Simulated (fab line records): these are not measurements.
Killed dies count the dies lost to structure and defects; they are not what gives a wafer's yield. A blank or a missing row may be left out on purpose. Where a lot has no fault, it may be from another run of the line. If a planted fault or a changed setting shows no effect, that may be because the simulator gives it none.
Chamber matching + flow n5 finfet + pecvd-02 running N5_BEOL_M5_DEP_56: 3 sister chambers
The step deposits SiCN from 3MS/NH3, target thk 8 nm, time 14 s. 3 wafers are shown with their chamber, then 11 later ones without.

## WAFERS WITH THEIR CHAMBER
| wafer  | chamber | showerhead plenum p Torr (Torr) |
|--------|---------|---------------------------------|
| L088.2 | 0       | 3.700                           |
| L088.3 | 2       | 3.661                           |
| L087.3 | 1       | 3.654                           |

## WAFERS WHOSE CHAMBER IS MISSING
| wafer  | showerhead plenum p Torr (Torr) |
|--------|---------------------------------|
| L087.5 | 3.694                           |
| L087.6 | 3.661                           |
| L090.1 | 3.663                           |
| L090.2 | 3.663                           |
| L090.5 | 3.659                           |
| L092.1 | 3.659                           |
| L092.3 | 3.664                           |
| L092.6 | 3.690                           |
| L095.2 | 3.667                           |
| L095.3 | 3.655                           |
| L095.6 | 3.692                           |

## CHAMBER TAKEN BY EACH
| wafer  | from the rows above     | in truth |
|--------|-------------------------|----------|
| L087.5 | 0                       | 0        |
| L087.6 | can't be placed: 2 or 1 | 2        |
| L090.1 | can't be placed: 2 or 1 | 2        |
| L090.2 | can't be placed: 2 or 1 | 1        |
| L090.5 | can't be placed: 2 or 1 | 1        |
| L092.1 | can't be placed: 2 or 1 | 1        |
| L092.3 | can't be placed: 2 or 1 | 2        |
| L092.6 | 0                       | 0        |
| L095.2 | can't be placed: 2 or 1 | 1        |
| L095.3 | can't be placed: 1 or 2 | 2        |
| L095.6 | 0                       | 0        |
Placed correctly: 3 of 11. These rows do not allow placing 8 (true chamber among the candidates in 8). 0 placed wrongly.
How it was worked out, from the rows above alone: a wafer's distance from a chamber is the root of the sum, over the readings, of the square of ((its reading less the chamber's mean) divided by the reading's scatter). If the next closest chamber is less than 2 further off than the closest, the wafer can't be placed; otherwise it belongs to the closest. Each chamber's mean is taken over the wafers shown for it. The scatter: root of mean squared gap, hidden wafer to nearest shown wafer, with one shown wafer a chamber.
